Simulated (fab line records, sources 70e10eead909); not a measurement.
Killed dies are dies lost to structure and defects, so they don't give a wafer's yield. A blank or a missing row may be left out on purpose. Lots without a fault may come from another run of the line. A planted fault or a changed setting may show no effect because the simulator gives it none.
Chamber matching | flow nand_harc | NHARC_A_STAIRCASE_DEP_280 on pecvd-01: 3 sister chambers
The step deposits SiON, target thk 30 nm. 3 wafers are shown with their chamber, then 9 later ones without.

WAFERS WITH THEIR CHAMBER
wafer  | chamber | heater_power_w (W)
L082.6 | 1       | 574
L087.4 | 0       | 698
L087.6 | 2       | 620

WAFERS WITHOUT THEIR CHAMBER
wafer  | heater_power_w (W)
L088.2 | 707
L088.5 | 722
L088.6 | 627
L096.2 | 588
L096.5 | 672
L096.6 | 611
L097.1 | 700
L097.2 | 643
L097.5 | 715

WHICH CHAMBER EACH WENT THROUGH
wafer  | from the rows above     | in truth
L088.2 | 0                       | 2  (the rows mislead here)
L088.5 | 0                       | 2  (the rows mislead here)
L088.6 | 2                       | 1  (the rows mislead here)
L096.2 | can't be placed: 1 or 2 | 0
L096.5 | can't be placed: 0 or 2 | 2
L096.6 | can't be placed: 2 or 1 | 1
L097.1 | 0                       | 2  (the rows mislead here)
L097.2 | can't be placed: 2 or 0 | 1
L097.5 | 0                       | 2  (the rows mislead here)
Placed correctly: 0 of 9. Can't be placed from these rows: 4 (the true chamber is among the candidates in 2). Placed wrongly: 5.
How it was worked out, from the rows above alone: a wafer's distance from a chamber is the root of the sum, over the readings, of the square of ((its reading less the chamber's mean) divided by the reading's scatter). The wafer belongs to the nearest chamber; if the next one is less than 2 further off, it can't be placed. A chamber's mean is the mean of its shown wafers. The scatter: with one shown wafer a chamber, the root of the mean of the squares of how far each hidden wafer lies from its nearest shown one.
